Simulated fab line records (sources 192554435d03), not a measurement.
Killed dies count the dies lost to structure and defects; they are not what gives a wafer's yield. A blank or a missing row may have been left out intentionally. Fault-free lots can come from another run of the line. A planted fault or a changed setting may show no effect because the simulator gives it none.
Which tool did it? || flow n5 finfet || 7 lots with 21 wafers sampled at 4 steps, on a route of 1938 steps

== WHAT THE GAUGES READ, wafer by wafer ==
N5_DUMMY_GATE_INSPECT_27: inspects for defects (brightfield).
{"lot": "L596", "measured": "day 3 22:26", "on": "defect inspect-01", "raw defect count": "197 156 213"}
{"lot": "L599", "measured": "day 4 12:27", "on": "defect inspect-01", "raw defect count": "276 167 186"}
{"lot": "L600", "measured": "day 4 20:02", "on": "defect inspect-01", "raw defect count": "648 613 569"}
{"lot": "L604", "measured": "day 5 22:50", "on": "defect inspect-02", "raw defect count": "596 601 599"}
{"lot": "L614", "measured": "day 8 05:20", "on": "defect inspect-01", "raw defect count": "279 405 301"}
{"lot": "L615", "measured": "day 8 10:53", "on": "defect inspect-02", "raw defect count": "159 255 222"}
{"lot": "L616", "measured": "day 8 17:30", "on": "defect inspect-02", "raw defect count": "348 441 332"}

== WHAT TOOL EACH LOT RAN ON (gives the tool, then ch and the chambers of the sampled wafers, and finally the start) ==
{"lot": "L596", "N5_DUMMY_GATE_ETCH_37": "rie diel-01 ch 0,3, day 3 21:25", "N5_DUMMY_GATE_HM_OPEN_21": "rie diel-05 ch 2,3, day 3 21:47", "N5_DUMMY_GATE_STRIP_48": "rie diel-05 ch 0,2,3, day 3 22:14"}
{"lot": "L599", "N5_DUMMY_GATE_ETCH_37": "rie diel-01 ch 1,2, day 4 11:24", "N5_DUMMY_GATE_HM_OPEN_21": "rie diel-05 ch 0,3, day 4 11:46", "N5_DUMMY_GATE_STRIP_48": "rie diel-01 ch 0,2, day 4 12:16"}
{"lot": "L600", "N5_DUMMY_GATE_ETCH_37": "rie diel-05 ch 0,1,2, day 4 18:48", "N5_DUMMY_GATE_HM_OPEN_21": "rie diel-05 ch 0,1,3, day 4 19:17", "N5_DUMMY_GATE_STRIP_48": "rie diel-01 ch 0,1,2, day 4 19:45"}
{"lot": "L604", "N5_DUMMY_GATE_ETCH_37": "rie diel-01 ch 1,3, day 5 21:36", "N5_DUMMY_GATE_HM_OPEN_21": "rie diel-05 ch 1,3, day 5 22:10", "N5_DUMMY_GATE_STRIP_48": "rie diel-04 ch 0,1, day 5 22:38"}
{"lot": "L614", "N5_DUMMY_GATE_ETCH_37": "rie diel-04 ch 0,2,3, day 8 04:20", "N5_DUMMY_GATE_HM_OPEN_21": "rie diel-04 ch 0,1,2, day 8 04:42", "N5_DUMMY_GATE_STRIP_48": "rie diel-04 ch 0,2,3, day 8 05:10"}
{"lot": "L615", "N5_DUMMY_GATE_ETCH_37": "rie diel-01 ch 1,2,3, day 8 09:52", "N5_DUMMY_GATE_HM_OPEN_21": "rie diel-05 ch 0,1,3, day 8 10:14", "N5_DUMMY_GATE_STRIP_48": "rie diel-05 ch 0,1,2, day 8 10:41"}
{"lot": "L616", "N5_DUMMY_GATE_ETCH_37": "rie diel-01 ch 0,1, day 8 16:25", "N5_DUMMY_GATE_HM_OPEN_21": "rie diel-04 ch 0,1, day 8 16:47", "N5_DUMMY_GATE_STRIP_48": "rie diel-01 ch 1,2,3, day 8 17:19"}
- N5_DUMMY_GATE_ETCH_37: etches SOC in N2/H2, target depth 60 nm, overetch 30 nm.
- N5_DUMMY_GATE_HM_OPEN_21: chemistry CH3F/O2, target SiNx, target depth 120 nm, time 171.4 s.
- N5_DUMMY_GATE_STRIP_48: strips in N2/H2, time 20 s.

== THE ANSWER, worked out from the rows above alone ==
Rule: the lots themselves supply what counts as usual. The widest of any qualifying gaps counts: lots, ordered by their means at a reading, are off when they make up no more than a third of the lots, leave a main group of 4 or more, and stand apart from it by 3 or more times the standard deviation of that group's means. If all means in a main group match to the digits the tables above print for the reading, that group is not used. Also off: a lot with no number at a reading for which 4 or more lots have one. Where the step has rows for the other lots, those lots are counted as sound.
Off at N5_DUMMY_GATE_INSPECT_27 (raw defect count): L600, L604. For the main group the mean is 262 and the standard deviation 74.
If a tool, at a process step before that reading, ran all the lots that are off and no sound lot after the first of them, it fits. Gauges at N5_DUMMY_GATE_INSPECT_27: tried the same way as those tools. None of those tried fits.

== WHAT HAD BEEN PUT IN BY THE SIMULATOR ==
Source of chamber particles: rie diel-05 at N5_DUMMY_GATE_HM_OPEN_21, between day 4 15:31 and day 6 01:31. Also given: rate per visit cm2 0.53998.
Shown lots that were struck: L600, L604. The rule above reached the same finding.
